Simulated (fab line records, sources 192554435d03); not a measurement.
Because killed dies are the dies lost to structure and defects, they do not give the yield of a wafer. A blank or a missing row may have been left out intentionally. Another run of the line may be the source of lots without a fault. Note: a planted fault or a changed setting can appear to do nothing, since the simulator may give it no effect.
What tool caused it?    flow n5_finfet    6 lots, 18 wafers sampled, at 1 step of a route of 1938

WHAT THE GAUGES SHOWED, per wafer
N5_START_INSPECT_01: inspects for defects (unpatterned scan).
lot   measured     on                 raw_defect_count
L414  day 4 00:02  defect_inspect-01  5 2 5
L416  day 4 12:02  defect_inspect-02  6 5 4
L418  day 5 00:02  defect_inspect-01  8 5 5
L420  day 5 12:02  defect_inspect-01  5 4 4
L424  day 6 12:02  defect_inspect-01  4 5 2
L426  day 7 00:02  defect_inspect-01  3 6 7

WHICH TOOL RAN EACH LOT (tool, then ch and the chambers of the sampled wafers, then the start)
Record: no process step prior to these readings.

THE ANSWER, worked out from the rows above alone
Rule: what is usual is taken from the lots themselves. The widest of any qualifying gaps counts: lots, ordered by their means at a reading, are off when they make up no more than a third of the lots, leave a main group of 4 or more, and stand apart from it by 3 or more times the standard deviation of that group's means. A main group is skipped when, at the precision printed for the reading in the tables above, its means are all equal. Also off: a lot with no number at a reading for which 4 or more lots have one. Any other lot the step has rows for is counted as sound.
Across all readings shown, no lot is off: no conclusion can be drawn from this.

WHAT THE SIMULATOR HAD PUT IN
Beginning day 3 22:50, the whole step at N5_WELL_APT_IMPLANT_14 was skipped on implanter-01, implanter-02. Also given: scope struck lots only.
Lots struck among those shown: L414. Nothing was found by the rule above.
